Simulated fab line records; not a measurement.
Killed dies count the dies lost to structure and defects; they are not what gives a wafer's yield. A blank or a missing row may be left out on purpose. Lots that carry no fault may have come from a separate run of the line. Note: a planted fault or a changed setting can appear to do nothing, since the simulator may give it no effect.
fab line records	flow nand-harc
record: lots: 6	wafers: 18	last-day: 24
route steps=1159 shown A_SGD_CUT@765 A_SLIT@779 END@1159
lots untouched by any fault: they come from a run of this same line in which no faults occurred
start-h: hours from the record's opening day to when the first of the lot's shown wafers began	wait-h: time in hours since the lot's previous step	" same as the row above	L1.1+2: several wafers, shown together as one row	- no value present, or no start provided	* or withheld: withheld	< > ~ a bound
route shown NAME@n: a module of which the file shows steps, and the number in the route of the first	usual: mean/standard deviation taken from wafers without a fault	same: alike in all rows	chamber/n: place in a boat	sites: the reading at each site	_std_site: the values' standard deviation	_edge_site: inner sites' mean taken away from outer sites' mean	radius-mm: how far each site lies from the wafer's centre	mask NAME#n: copy n	behind: tool/chamber where the wafer was last shaped	hold: cause of the lot's hold/its duration in hours/its outcome	device: names the non-switching transistor (n, p or np)	end of line: the tests these same wafers got at the end of their route	for a step that has no rows: nothing shown but its recipe	killed: dies that structure and defects cost at the first sort, which is not the same as the wafer's yield	map: the dies of a wafer, with x for killed, . for not killed, _ for no die there
set.NAME: setting as actually run; set.NAME@STEP: the setting as run at that earlier step	model.NAME: the simulator's own value behind a step, which no gauge read
lots at selected steps of the route; one table per step, one row per wafer
services: the hour from which a tool's chamber was out of use, counted from the record's first day as start-h (under 0 if before that day), plus the number of hours and why
== steps ==
step: NHARC_A_SGD_CUT_ETCH_16
recipe: target-depth-a: 3105	time-s: 155.2	c4f8-flow-sccm: withheld	o2-flow-sccm: 8	ar-flow-sccm: withheld	rf-w: 600	bias-w: 800	chemistry: C4F8/O2/Ar
usual: oes-product-au: 0.973/0.018	rf-vpp-V: 725/4.6
lot.wafer	tool	chamber	start-h	wait-h	oes-product-au	rf-hours-counter-h	rf-vpp-V
L824.2	rie-diel-05	1	-	-	0.962	13	722
L824.5	"	3	"	"	0.962	-	731
L824.6	"	2	"	"	0.937	-	730
L830.1	rie-diel-13	1	-	-	0.918	2	724
L830.2	"	2	"	"	0.980	5	717
L830.4	"	2	"	"	0.973	-	719
L832.3	rie-diel-13	0	-	-	0.961	5	718
L832.1	"	3	"	"	0.974	6	730
L832.5	"	0	"	"	0.967	-	717
L836.4	rie-diel-05	3	-	-	0.970	5	729
L836.3	"	0	"	"	0.951	5	717
L836.6	"	2	"	"	0.950	-	728
L839.1	rie-diel-06	0	-	-	0.998	16	725
L839.4	"	3	"	"	0.977	17	728
L839.5	"	0	"	"	0.999	-	724
L842.4	rie-diel-06	3	-	-	0.972	1	727
L842.5	"	3	"	"	0.982	-	727
L842.6	"	0	"	"	1.005	-	723
step: NHARC_A_SGD_CUT_STRIP_60
recipe: c4f8-flow-sccm: withheld	o2-flow-sccm: 8	ar-flow-sccm: withheld	bias-w: 0	chemistry: C4F8/O2/Ar
step: NHARC_A_SGD_CUT_STRIP_17
recipe: o2-flow-sccm: 500	ar-flow-sccm: 0	bias-w: 0	chemistry: O2
usual: drypump-motor-current-A: 5.9/0.46	oes-product-au: 1.003/0.009	rf-vpp-V: 57.9/0.86	showerhead-plenum-p-Torr: 3.58/0.16	throttle-valve-pct: 17.036/0.0097
lot.wafer	tool	chamber	start-h	wait-h	drypump-motor-current-A	oes-product-au	rf-hours-counter-h	rf-vpp-V	showerhead-plenum-p-Torr	throttle-valve-pct
L824.2	rie-diel-05	2	-	-	6.4	0.988	15	58.5	3.74	17.059
L824.5	"	1	"	"	5.9	1.004	-	56.8	3.56	17.055
L824.6	"	2	"	"	6.4	0.984	-	58.3	3.74	17.030
L830.2	rie-diel-13	3	-	-	5.1	0.993	5	58.9	3.76	17.019
L830.1	"	2	"	"	5.8	1.013	5	57.8	3.33	17.033
L830.4	"	2	"	"	5.7	1.003	-	58.1	3.33	17.028
L832.1	rie-diel-13	1	-	-	6.1	0.994	3	57.2	3.53	17.025
L832.3	"	3	"	"	5.1	0.992	6	57.7	3.76	17.047
L832.5	"	1	"	"	6.1	0.997	-	57.4	3.53	17.036
L836.3	rie-diel-05	3	-	-	6.4	1.017	5	58.2	3.76	17.035
L836.4	"	0	"	"	5.2	1.009	5	58.1	3.29	17.062
L836.6	"	3	"	"	6.4	1.004	-	57.8	3.76	17.037
L839.4	rie-diel-06	0	-	-	6.4	1.011	16	58.3	3.56	17.057
L839.1	"	2	"	"	6.0	1.002	15	57.3	3.50	17.051
L839.5	"	0	"	"	6.4	1.009	-	56.9	3.56	17.020
L842.4	rie-diel-06	1	-	-	5.4	1.017	1	58.0	3.65	17.036
L842.6	"	0	"	"	6.4	1.017	-	57.2	3.56	17.029
L842.5	"	1	"	"	5.4	1.013	-	56.7	3.65	17.042
step: NHARC_A_SGD_CUT_PRECLEAN_18
recipe: time-s: *	temp-c: 50	bath-age-min: 0	chemistry: SC1
step: NHARC_A_SGD_CUT_SRD_19
step: NHARC_A_SGD_CUT_DEP_20
recipe: target-thk-a: 1500	temp-c: 65	material: SiO2
step: NHARC_A_SGD_CUT_ANNEAL_27
recipe: temp-c: 450	time-s: 1800
step: NHARC_A_SGD_CUT_CMP_21
recipe: target-thk-nm: 148.19
usual: motor-current-A: 12.2/1.2	time-to-endpoint-s: 48/3.4
lot.wafer	tool	chamber	start-h	wait-h	motor-current-A	time-to-endpoint-s
L824.2	cmp-01	0	328.01	0.4	11.1	49
L824.5	"	0	"	"	11.4	49
L824.6	"	1	"	"	11.0	50
L830.2	cmp-01	1	368.47	0.5	11.1	46
L830.1	"	2	"	"	11.6	47
L830.4	"	3	"	"	11.1	48
L832.3	cmp-04	3	372.81	0.4	14.8	44
L832.1	"	2	"	"	11.7	46
L832.5	"	0	"	"	14.5	48
L836.4	cmp-01	1	413.11	0.4	11.6	55
L836.3	"	0	"	"	11.8	50
L836.6	"	2	"	"	11.4	51
L839.1	cmp-01	1	422.19	0.4	10.7	50
L839.4	"	3	"	"	12.5	47
L839.5	"	1	"	"	11.7	52
L842.4	cmp-03	0	438.70	0.4	12.2	43
L842.6	"	2	"	"	13.1	51
L842.5	"	3	"	"	10.2	49
step: NHARC_A_SGD_CUT_THK_MEAS_22
recipe: thk-meas-gauge: ellipsometry
usual: thk-nm: 147.9/1.4
lot.wafer	tool	chamber	start-h	wait-h	thk-nm
L824.2	film-metro-01	-	328.26	0.2	149.9
L824.5	"	-	"	"	146.9
L824.6	"	-	"	"	147.0
L830.1	film-metro-01	-	368.71	0.2	148.6
L830.2	"	-	"	"	149.3
L830.4	"	-	"	"	147.0
L832.1	film-metro-02	-	373.07	0.2	148.0
L832.3	"	-	"	"	146.2
L832.5	"	-	"	"	147.7
L836.3	film-metro-02	-	413.37	0.2	148.4
L836.4	"	-	"	"	146.8
L836.6	"	-	"	"	148.8
L839.1	film-metro-02	-	422.41	0.2	145.8
L839.4	"	-	"	"	151.0
L839.5	"	-	"	"	147.4
L842.4	film-metro-02	-	438.91	0.2	147.9
L842.5	"	-	"	"	149.3
L842.6	"	-	"	"	148.5
step: NHARC_A_SGD_CUT_SRD_23
step: NHARC_A_SGD_CUT_ETCH_26
recipe: target-depth-a: 458	chemistry: dHF	material: SiO2
step: NHARC_A_SGD_CUT_ETCHBACK_24
recipe: target-depth-a: 500	over-etch-frac: 0.3	time-s: 92.857	ion-energy-ev: 120	ch3f-flow-sccm: 50	o2-flow-sccm: 30	ar-flow-sccm: 200	rf-w: 500	bias-w: 100	chemistry: CH3F/O2
usual: drypump-motor-current-A: 5.8/0.48	oes-product-au: 0.990/0.026	rf-vpp-V: 244.6/1.8	showerhead-plenum-p-Torr: 2.48/0.12	throttle-valve-pct: 20.664/0.0091
lot.wafer	tool	chamber	start-h	wait-h	drypump-motor-current-A	oes-product-au	rf-hours-counter-h	rf-vpp-V	showerhead-plenum-p-Torr	throttle-valve-pct
L824.2	rie-diel-06	1	328.49	0.1	5.3	1.004	7	245.5	2.55	20.667
L824.6	"	1	"	"	5.4	1.009	-	246.3	2.55	20.654
L824.5	"	2	"	"	6.0	1.011	-	244.6	2.44	20.665
L830.2	rie-diel-06	1	368.93	0.1	5.4	1.003	12	247.9	2.55	20.663
L830.1	"	0	"	"	6.4	1.009	12	244.6	2.48	20.647
L830.4	"	3	"	"	6.3	0.992	-	245.5	2.55	20.671
L832.1	rie-diel-06	0	373.29	0.1	6.3	0.960	13	245.6	2.48	20.650
L832.3	"	3	"	"	6.3	0.948	14	245.3	2.55	20.647
L832.5	"	1	"	"	5.3	0.948	-	246.5	2.55	20.665
L836.3	rie-diel-13	3	413.61	0.2	5.1	0.985	9	246.6	2.62	20.672
L836.4	"	1	"	"	6.1	0.990	6	244.7	2.46	20.692
L836.6	"	3	"	"	5.1	0.990	-	246.2	2.62	20.677
L839.4	rie-diel-05	1	422.65	0.2	5.8	1.000	9	243.5	2.48	20.674
L839.1	"	3	"	"	6.4	1.019	7	245.6	2.63	20.662
L839.5	"	0	"	"	5.2	0.997	-	242.1	2.29	20.662
L842.4	rie-diel-05	2	439.15	0.2	6.3	0.992	12	246.3	2.61	20.676
L842.6	"	1	"	"	5.9	0.995	-	244.2	2.48	20.659
L842.5	"	2	"	"	6.4	0.998	-	245.6	2.61	20.664
step: NHARC_A_SGD_CUT_STRIP_28
recipe: time-s: 20	o2-flow-sccm: 500	ar-flow-sccm: 0	bias-w: 0	chemistry: O2
usual: drypump-motor-current-A: 5.8/0.47	oes-product-au: 1.002/0.011	rf-vpp-V: 57.9/0.95	showerhead-plenum-p-Torr: 3.55/0.17	throttle-valve-pct: 17.036/0.0094
lot.wafer	tool	chamber	start-h	wait-h	drypump-motor-current-A	oes-product-au	rf-hours-counter-h	rf-vpp-V	showerhead-plenum-p-Torr	throttle-valve-pct
L824.2	rie-diel-06	3	328.68	-	6.3	1.007	7	57.9	3.66	17.039
L824.5	"	2	"	"	6.0	0.996	-	58.2	3.50	17.039
L824.6	"	3	"	"	6.3	1.002	-	58.5	3.66	17.020
L830.2	rie-diel-06	3	369.10	0.2	6.3	1.003	13	58.1	3.66	17.030
L830.1	"	1	"	"	5.4	1.006	12	55.9	3.65	17.036
L830.4	"	1	"	"	5.4	0.995	-	59.4	3.65	17.030
L832.3	rie-diel-06	0	373.44	-	6.4	1.028	13	60.7	3.56	17.039
L832.1	"	1	"	"	5.4	0.994	13	59.6	3.65	17.032
L832.5	"	2	"	"	6.0	1.006	-	57.3	3.50	17.024
L836.3	rie-diel-13	3	413.73	-	5.1	0.995	9	57.4	3.76	17.052
L836.4	"	1	"	"	6.1	1.009	6	59.2	3.53	17.026
L836.6	"	3	"	"	5.1	0.988	-	59.8	3.76	17.047
L839.4	rie-diel-05	2	423.32	-	6.3	1.000	9	57.6	3.73	17.029
L839.1	"	3	"	"	6.4	1.016	7	58.4	3.76	17.045
L839.5	"	0	"	"	5.2	1.009	-	57.6	3.29	17.018
L842.4	rie-diel-05	0	439.29	-	5.2	1.009	11	57.9	3.29	17.016
L842.5	"	1	"	"	5.9	1.012	-	58.9	3.55	17.048
L842.6	"	2	"	"	6.4	1.005	-	59.3	3.73	17.042
step: NHARC_A_SGD_CUT_INSPECT_25
usual: raw-defect-count: 294/68
lot.wafer	tool	chamber	start-h	wait-h	raw-defect-count
L824.2	defect-inspect-02	-	328.78	-	294
L824.5	"	-	"	"	296
L824.6	"	-	"	"	286
L830.1	defect-inspect-02	-	369.22	-	671
L830.2	"	-	"	"	535
L830.4	"	-	"	"	587
L832.1	defect-inspect-02	-	373.53	-	596
L832.3	"	-	"	"	582
L832.5	"	-	"	"	593
L836.3	defect-inspect-02	-	413.84	-	323
L836.4	"	-	"	"	302
L836.6	"	-	"	"	323
L839.1	defect-inspect-02	-	423.41	-	347
L839.4	"	-	"	"	369
L839.5	"	-	"	"	337
L842.4	defect-inspect-01	-	439.38	-	454
L842.5	"	-	"	"	226
L842.6	"	-	"	"	348
step: NHARC_A_SLIT_DEP_25
recipe: target-thk-a: 2000	temp-c: 400	pressure-torr: 6.5	rf-w: 900	teos-flow-sccm: 161.4	flow-sccm: 2650	target-thk-nm: 200	gas: O2	material: SiO2
usual: heater-power-outer-w: 283/45	heater-power-w: 535/63	showerhead-vpp-V: 1851/76	throttle-valve-pct: 15.9/0.64
lot.wafer	tool	chamber	start-h	wait-h	heater-power-outer-w	heater-power-w	showerhead-vpp-V	throttle-valve-pct
L824.2	pecvd-01	0	328.92	0.1	269	545	1752	15.9
L824.5	"	2	"	"	309	637	1903	15.6
L824.6	"	0	"	"	274	542	1758	15.8
L830.1	pecvd-01	1	369.45	0.2	289	521	1833	16.4
L830.2	"	2	"	"	287	605	1939	15.3
L830.4	"	1	"	"	302	551	1870	16.4
L832.1	pecvd-03	1	373.60	0.1	286	491	1933	15.2
L832.3	"	2	"	"	197	446	1847	15.8
L832.5	"	2	"	"	210	448	1880	15.9
L836.3	pecvd-04	1	413.94	0.1	289	486	1892	16.6
L836.4	"	0	"	"	243	534	1795	16.0
L836.6	"	1	"	"	288	513	1910	16.4
L839.1	pecvd-03	0	423.48	0.1	351	605	1918	16.6
L839.4	"	0	"	"	349	607	1914	16.5
L839.5	"	1	"	"	193	380	1913	15.0
L842.5	pecvd-03	0	439.57	0.2	316	563	1893	16.5
L842.6	"	1	"	"	277	483	1938	14.9
L842.4	"	2	"	"	237	485	1836	16.3
step: NHARC_END_SORT_01
recipe: temp-c: 25
usual: killed-at-array: 27/11	killed-at-other: 0.6/1	killed-at-periphery: 3.0/2.1	killed-dies: 31/12	killed-open: 3.2/1.7	killed-short: 1.7/1.4
same: gross-dies: 677
lot.wafer	tool	chamber	start-h	wait-h	killed-at-array	killed-at-other	killed-at-periphery	killed-dies	killed-open	killed-short
L824.2	prober-02	0	469.42	2.8	35	0	3	38	2	0
L824.5	prober-02	0	471.81	3.7	28	0	2	30	2	1
L824.6	prober-02	0	472.60	4.0	16	0	6	22	2	1
L832.1	prober-01	0	497.96	2.5	87	0	3	90	2	4
L832.3	prober-01	0	499.57	3.1	83	0	3	86	4	0
L832.5	prober-01	0	501.18	3.7	86	0	5	91	4	0
L830.1	prober-02	0	504.62	2.5	90	0	2	92	1	1
L830.2	prober-02	0	505.40	2.8	84	0	2	86	2	1
L830.4	prober-02	0	506.97	3.3	100	0	5	105	4	5
L836.3	prober-02	0	541.65	3.1	29	0	4	33	4	1
L836.4	prober-02	0	542.44	3.4	30	0	4	34	3	3
L836.6	prober-02	0	544.04	4.0	32	0	2	34	3	2
L839.1	prober-02	0	549.28	2.5	20	0	4	24	5	1
L839.4	prober-02	0	551.71	3.4	14	1	7	22	4	0
L839.5	prober-02	0	552.51	3.7	14	0	10	24	1	1
L842.4	prober-01	0	566.78	3.4	62	0	3	65	7	2
L842.5	prober-01	0	567.58	3.7	43	0	1	44	3	1
L842.6	prober-01	0	568.39	4.0	54	0	2	56	6	1
killed by level:class
L824.2 A_CHANNEL_HOLE_D1:chamber-film-flake=16 A_SLIT:chamber-film-flake=12 A_CONTACT:geometric-particle:open=2 P_M1:chamber-film-flake=2 A_WL_FILL:chamber-film-flake=2 P_STI:chamber-film-flake=1 A_ZERO_WELL:chamber-film-flake=1 A_CHANNEL_FILL_D1:chamber-film-flake=1
L824.5 A_CHANNEL_HOLE_D1:chamber-film-flake=14 A_SLIT:chamber-film-flake=9 A_CONTACT:geometric-particle:open=2 A_CHANNEL_FILL_D1:geometric-particle:short=1 P_ZERO_WELL:chamber-film-flake=1 P_M1:chamber-film-flake=1 A_ZERO_WELL:chamber-film-flake=1 A_CONTACT:chamber-film-flake=1
L824.6 A_SLIT:chamber-film-flake=6 A_CHANNEL_HOLE_D1:chamber-film-flake=5 P_M1:chamber-film-flake=2 A_STAIRCASE:chamber-film-flake=2 P_GATE:geometric-particle:open=1 P_M0:geometric-particle:short=1 A_BLC:geometric-particle:open=1 P_ZERO_WELL:chamber-film-flake=1
L832.1 A_SGD_CUT:unspecified=70 A_CHANNEL_HOLE_D1:chamber-film-flake=6 A_WL_FILL:chamber-film-flake=4 P_STI:geometric-particle:open=1 A_ONON_D1:geometric-particle:short=1 A_WL_FILL:geometric-particle:short=1 A_CONTACT:geometric-particle:short=1 A_M0:geometric-particle:short=1
L832.3 A_SGD_CUT:unspecified=75 A_CONTACT:chamber-film-flake=3 P_CONTACT:geometric-particle:open=2 A_M0:geometric-particle:open=2 P_GATE:chamber-film-flake=1 A_ZERO_WELL:chamber-film-flake=1 A_CHANNEL_HOLE_D1:chamber-film-flake=1 A_WL_FILL:chamber-film-flake=1
L832.5 A_SGD_CUT:unspecified=73 A_CHANNEL_HOLE_D1:chamber-film-flake=6 P_ZERO_WELL:chamber-film-flake=3 A_STAIRCASE:chamber-film-flake=2 P_M0:geometric-particle:open=1 P_M2:geometric-particle:open=1 A_CONTACT:geometric-particle:open=1 A_BLC:geometric-particle:open=1
L830.1 A_SGD_CUT:unspecified=67 A_SLIT:chamber-film-flake=11 A_CHANNEL_HOLE_D1:chamber-film-flake=6 A_STAIRCASE:chamber-film-flake=4 P_ZERO_WELL:chamber-film-flake=2 A_ONON_D1:geometric-particle:short=1 A_CONTACT:geometric-particle:open=1
L830.2 A_SGD_CUT:unspecified=67 A_SLIT:chamber-film-flake=6 A_STAIRCASE:chamber-film-flake=3 P_ZERO_WELL:chamber-film-flake=2 A_CHANNEL_FILL_D1:chamber-film-flake=2 A_ONON_D1:geometric-particle:open=1 A_CHANNEL_HOLE_D1:geometric-particle:open=1 A_WL_FILL:geometric-particle:short=1
L830.4 A_SGD_CUT:unspecified=69 A_SLIT:chamber-film-flake=16 P_ZERO_WELL:chamber-film-flake=3 A_WL_FILL:geometric-particle:short=3 A_CHANNEL_HOLE_D1:chamber-film-flake=3 A_M0:geometric-particle:open=2 P_M0:geometric-particle:open=1 A_CHANNEL_FILL_D1:geometric-particle:short=1
L836.3 A_CHANNEL_HOLE_D1:chamber-film-flake=16 A_CONTACT:chamber-film-flake=8 P_GATE:chamber-film-flake=2 P_ZERO_WELL:geometric-particle:open=1 P_M0:geometric-particle:open=1 A_CHANNEL_HOLE_D1:geometric-particle:short=1 A_SGD_CUT:geometric-particle:open=1 A_WL_FILL:geometric-particle:open=1
L836.4 A_CHANNEL_HOLE_D1:chamber-film-flake=17 A_CONTACT:chamber-film-flake=5 P_GATE:chamber-film-flake=3 A_STAIRCASE:chamber-film-flake=2 P_CONTACT:geometric-particle:short=1 A_CHANNEL_FILL_D1:geometric-particle:open=1 A_WL_FILL:geometric-particle:short=1 A_CONTACT:geometric-particle:open=1
L836.6 A_CHANNEL_HOLE_D1:chamber-film-flake=16 A_CONTACT:chamber-film-flake=7 A_STAIRCASE:chamber-film-flake=4 P_CONTACT:geometric-particle:open=1 A_CHANNEL_HOLE_D1:geometric-particle:open=1 A_CHANNEL_FILL_D1:geometric-particle:short=1 A_CONTACT:geometric-particle:short=1 A_M0:geometric-particle:open=1
L839.1 A_CONTACT:chamber-film-flake=6 A_STAIRCASE:chamber-film-flake=4 A_CHANNEL_HOLE_D1:chamber-film-flake=3 P_STI:chamber-film-flake=2 A_ZERO_WELL:chamber-film-flake=2 P_M0:geometric-particle:open=1 A_SOURCE_PLATE:geometric-particle:open=1 A_ONON_D1:geometric-particle:open=1
L839.4 A_CHANNEL_HOLE_D1:chamber-film-flake=6 A_STAIRCASE:chamber-film-flake=4 A_M0:geometric-particle:open=2 P_STI:chamber-film-flake=2 P_GATE:geometric-particle:open=1 P_CONTACT:geometric-particle:open=1 P_ZERO_WELL:chamber-film-flake=1 P_GATE:chamber-film-flake=1
L839.5 P_STI:chamber-film-flake=6 A_CHANNEL_HOLE_D1:chamber-film-flake=6 A_STAIRCASE:chamber-film-flake=3 A_CONTACT:chamber-film-flake=3 P_M2:chamber-film-flake=2 P_M0:geometric-particle:open=1 A_M0:geometric-particle:short=1 P_ZERO_WELL:chamber-film-flake=1
L842.4 A_SLIT:chamber-film-flake=21 A_CHANNEL_HOLE_D1:chamber-film-flake=18 A_CONTACT:chamber-film-flake=11 A_STAIRCASE:chamber-film-flake=4 A_CHANNEL_FILL_D1:geometric-particle:open=2 P_GATE:geometric-particle:open=1 P_M0:geometric-particle:open=1 A_ONON_D1:geometric-particle:short=1
L842.5 A_SLIT:chamber-film-flake=20 A_CHANNEL_HOLE_D1:chamber-film-flake=9 A_STAIRCASE:chamber-film-flake=5 A_CONTACT:chamber-film-flake=4 A_CONTACT:geometric-particle:open=2 P_M0:geometric-particle:open=1 A_SOURCE_PLATE:geometric-particle:short=1 A_SGD_CUT:chamber-film-flake=1
L842.6 A_SLIT:chamber-film-flake=17 A_CHANNEL_HOLE_D1:chamber-film-flake=16 A_STAIRCASE:chamber-film-flake=9 A_CONTACT:chamber-film-flake=6 A_M0:geometric-particle:open=2 P_M1:geometric-particle:open=1 P_M2:geometric-particle:open=1 A_ONON_D1:geometric-particle:short=1
map L830.4 (x killed, . not)
____________.____________
_________......._________
_______.........x._______
______.............______
_____..............._____
____.................____
____.................____
___.................x.___
___...................___
__.....................__
__.....................__
_x......................_
_......................._
_x......................_
_......................._
_......................._
..................x......
.........................
.........................
.....x...x...............
.........................
_..................x...._
_.............x....x...x_
_..xx....xx.x.....x....._
_.........x.x..x........_
_.........xxxx....x....._
__....x.xxxxxxx.xxx.x..__
__.x....xxxxxxxx.xxxx..__
___.....xxxxxxxx.xxx..___
___.....xxxxxxxx......___
____....xxxxxxx..xxx.____
____...x.xxxxx.x.....____
_____....xxxxxxxx.x._____
______.....xxx..x.x______
_______....xxx...._______
_________....x.x_________
____________.____________
map L832.5 (x killed, . not)
____________.____________
_________......._________
_______..........._______
______.............______
_____..............._____
____.................____
____.................____
___........x..........___
___..x................___
__.......x.............__
__.....................__
_..............x........_
_.......x..............._
_.......x..............._
_......................._
_......................._
....................x....
.........................
.........................
...........x............x
.........................
_........xx.xxx........._
_.......x.xxxxx........._
_......xxxxxxx.....x...._
_.......xxxxxxxxx......._
_......xxxxxxx.........._
__....x.xxxxxxxx.......__
__......xxxxxxxx..x...x__
___.....xxxxxxx..x....___
___.....xxxxxxx.x.....___
____...x.xxxxx..x.x..____
____......x.....x....____
_____...x..........._____
______.....x.......______
_______..........._______
_________......._________
____________.____________
== services ==
tool	chamber	start-h	hours	kind
cmp-03	-	302.40	1.2	repair
rie-diel-05	1	305.71	16.6	repair
cmp-04	-	313.88	4.0	pm
pecvd-04	1	323.95	2.9	repair
cmp-04	-	325.94	0.5	repair
pecvd-04	-	330.57	1.2	repair
rie-diel-13	1	333.44	30.3	repair
rie-diel-05	-	340.67	9.0	pm
rie-diel-06	2	341.90	8.8	repair
rie-diel-06	1	343.08	5.3	repair
cmp-04	-	344.88	1.7	repair
rie-diel-06	0	353.39	3.1	repair
rie-diel-06	2	360.25	8.9	repair
rie-diel-13	0	362.54	4.0	repair
cmp-03	-	367.63	4.0	pm
rie-diel-13	0	375.92	8.1	repair
pecvd-04	-	376.73	13.0	pm
cmp-01	-	377.21	4.0	pm
rie-diel-13	0	390.10	5.0	repair
cmp-01	-	402.32	5.7	repair
cmp-01	-	414.89	0.5	repair
rie-diel-13	-	415.69	22.2	repair
rie-diel-06	-	418.20	9.0	pm
pecvd-01	-	418.23	13.0	pm
== key ==
first-sign: step: NHARC_A_SGD_CUT_INSPECT_25	reading: raw-defect-count	direction: up	sigmas: 4.4	usual: 294	struck: 594
effect: step: NHARC_END_SORT_01	reading: killed-at-array	direction: up	sigmas: 5.4	usual: 27	struck: 88
more-kills-born-at: NHARC_A_SGD_CUT_STRIP_28@rie-diel-06: 421
met-at NHARC_A_SGD_CUT_STRIP_28
struck-wafers L830.1,L830.2,L830.4,L832.1,L832.3,L832.5
tester-left-out L830,L832
onset-between 328.68 369.10
also-fits NHARC_A_SGD_CUT_ETCH_16:rie-diel-13,NHARC_A_SGD_CUT_STRIP_17:rie-diel-13,NHARC_A_SGD_CUT_ETCHBACK_24:rie-diel-06
fault: kind: chamber-particle-source	tool: rie-diel-06	chamber: -	onset-h: 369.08	steps: NHARC_A_SGD_CUT_STRIP_28	rate-per-visit-cm2: 0.44657	end-h: 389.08
tester-left-out: of these lots the tester's yield and bins aren't shown, on N5 and GAA mostly nor the transistor test; their killed dies are dies lost to structure and defects alone, not to doping, threshold or leakage, so they don't give the yield
